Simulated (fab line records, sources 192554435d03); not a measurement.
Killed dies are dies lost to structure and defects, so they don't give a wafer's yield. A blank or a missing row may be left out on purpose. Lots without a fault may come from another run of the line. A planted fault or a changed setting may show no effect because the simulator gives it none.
A struck lot beside a sound one | flow n5_finfet | 17 steps out of a route of 1938
Sound: wafers L796.1, L796.2, L796.6. Struck: wafer L806.2. (L806.5 of the same lot was not struck and is left out.) The cause comes at the end.
At each step with rows: each side's tool, then ch and its chambers, then its first start. Under that, the readings that differ: sound wafers | struck wafers | difference of the means | sigmas: that difference in standard deviations of wafers without a fault.
alike: readings whose means differ by less than 2 such deviations, and words and numbers that are the same on both sides. not compared: withheld readings, readings that some wafer has no value for, bounds like >300 that may hide the same value, and numbers for which the record gives no deviation and whose values overlap.
The two part at a step that has a row with sigmas, a row that says differs or no value, or rows on one side only. Numbers that don't overlap but have no deviation are shown without sigmas and don't part them. A reading that every wafer of one side lacks parts them only if that side has two wafers or more.

first, 9 steps without rows for these wafers: N5_GATE_CUT_COAT_34 (time 60 s, resist thk 60 nm); N5_GATE_CUT_COAT_35 (time 60 s, resist thk 10 nm); N5_GATE_CUT_COAT_27 (time 60 s, resist thk 10 nm); N5_GATE_CUT_COAT_07 (resist thk 30 nm); N5_GATE_CUT_EBR_09; N5_GATE_CUT_SOFTBAKE_08 (time 60 s); N5_GATE_CUT_EXPOSE_10 (exposes mask GATE CUT, target cd 20 nm); N5_GATE_CUT_PEB_11 (peb time 60 s); N5_GATE_CUT_DEVELOP_12 (develop time 30 s).
N5_GATE_CUT_CD_MEAS_13: target cd 20 nm.
  sound on cd_sem-01 ch 0, day 4 11:46; struck on cd_sem-03 ch 0, day 7 04:10
  alike: cd_nm
N5_GATE_CUT_OVL_MEAS_14:
  sound on overlay-02 ch 0, day 4 11:47; struck on overlay-01 ch 0, day 7 04:11
  alike: GATE_CUT_OVL
N5_GATE_CUT_INSPECT_15: inspects for defects (brightfield).
  sound on defect_inspect-02, day 4 11:51; struck on defect_inspect-02, day 7 04:14
  alike: raw_defect_count
N5_GATE_CUT_DESCUM_18: chemistry O2, time 7 s.
  sound on rie_diel-01 ch 1,2, day 4 11:57; struck on rie_diel-05 ch 2, day 7 04:17
  reading                                       | sound        | struck | difference | sigmas
  model.CAR-EUV_of_GATE_CUT_COAT_07.thk_nm (nm) | 26 26.2 26.2 | 25.6   | -0.5       |
  alike: drypump_motor_current_A, oes_product_au, rf_vpp_V, showerhead_plenum_p_Torr, throttle_valve_pct
  not compared: rf_hours_counter_h
N5_GATE_CUT_ETCH_28: etches underlayer in N2/H2, target depth 13 nm, time 10.4 s.
  sound on rie_diel-01 ch 1,2, day 4 11:59; struck on rie_diel-05 ch 2, day 7 04:19
  alike: drypump_motor_current_A, etch_rf_on_time_s, oes_product_au, rf_vpp_V, showerhead_plenum_p_Torr, throttle_valve_pct
  not compared: rf_hours_counter_h
N5_GATE_CUT_ETCH_36: etches SiARC in CF4, target depth 13 nm, time 21.7 s.
  sound on rie_diel-01 ch 1,2, day 4 12:01; struck on rie_diel-05 ch 2, day 7 04:20
  reading                                       | sound     | struck | difference | sigmas
  model.CAR-EUV_of_GATE_CUT_COAT_07.thk_nm (nm) | 6.8 7 7.2 | 6.6    | -0.4       |
  alike: drypump_motor_current_A, etch_rf_on_time_s, oes_product_au, rf_vpp_V, showerhead_plenum_p_Torr, throttle_valve_pct
  not compared: rf_hours_counter_h
N5_GATE_CUT_ETCH_37: etches SOC in N2/H2, target depth 60 nm, overetch 12 nm, time 90 s.
  sound on rie_diel-01 ch 1,2, day 4 12:02; struck on rie_diel-05 ch 2, day 7 04:22
  alike: drypump_motor_current_A, oes_product_au, rf_vpp_V, showerhead_plenum_p_Torr, throttle_valve_pct
  not compared: rf_hours_counter_h
then, 1 step without rows for these wafers: N5_PASSIVATION_PROBE_49.

WHERE THEY PART
Nowhere in this record.

WHY: what the simulator had put in
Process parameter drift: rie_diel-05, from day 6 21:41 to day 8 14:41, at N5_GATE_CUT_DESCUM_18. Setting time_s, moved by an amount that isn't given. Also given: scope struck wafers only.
